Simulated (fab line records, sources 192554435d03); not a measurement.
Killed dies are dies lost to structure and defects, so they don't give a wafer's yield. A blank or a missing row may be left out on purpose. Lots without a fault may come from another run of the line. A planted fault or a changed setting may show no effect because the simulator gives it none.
Which tool did it? | flow n5_finfet | 6 lots, 17 wafers sampled, at 2 steps of a route of 1938

WHAT THE GAUGES READ, wafer by wafer
N5_PASSIVATION_INSPECT_61: inspects for defects (macro).
lot  | measured     | on                | raw_defect_count
L219 | day 12 04:43 | defect_inspect-01 | 2 3 2
L221 | day 12 23:52 | defect_inspect-02 | 2 1 1
L223 | day 13 11:05 | defect_inspect-01 | 3 2 1
L227 | day 14 03:16 | defect_inspect-01 | 1 0 2
L233 | day 15 10:27 | defect_inspect-01 | 3 1
L239 | day 17 04:00 | defect_inspect-01 | 0 0 3

WHICH TOOL RAN EACH LOT (tool, then ch and the chambers of the sampled wafers, then the start)
lot  | N5_PASSIVATION_PECVD_01
L219 | pecvd-02 ch 1,2, day 12 02:28
L221 | pecvd-03 ch 0,2, day 12 23:00
L223 | pecvd-01 ch 1,2, day 13 08:50
L227 | pecvd-02 ch 0,2, day 14 02:46
L233 | pecvd-01 ch 0,2, day 15 09:14
L239 | pecvd-03 ch 0,1, day 17 03:35
- N5_PASSIVATION_PECVD_01: deposits SiNx from SiH4/NH3/N2, target thk 200 nm, time 43.2 s.

THE ANSWER, worked out from the rows above alone
Rule: what is usual is taken from the lots themselves. Put in order of their means at a reading, lots are off if they are a third of the lots or fewer, leave a main group of 4 or more, and stand apart from it by a gap of 3 or more times the standard deviation of the main group's means; of several such gaps the widest counts. A main group whose means are all the same, to the digits that the tables above print for the reading, isn't used. A lot without any number at a reading at which 4 lots or more have one is off too. The other lots that the step has rows for count as sound.
No lot is off at any reading shown: from this, nothing can be told.

WHAT THE SIMULATOR HAD PUT IN
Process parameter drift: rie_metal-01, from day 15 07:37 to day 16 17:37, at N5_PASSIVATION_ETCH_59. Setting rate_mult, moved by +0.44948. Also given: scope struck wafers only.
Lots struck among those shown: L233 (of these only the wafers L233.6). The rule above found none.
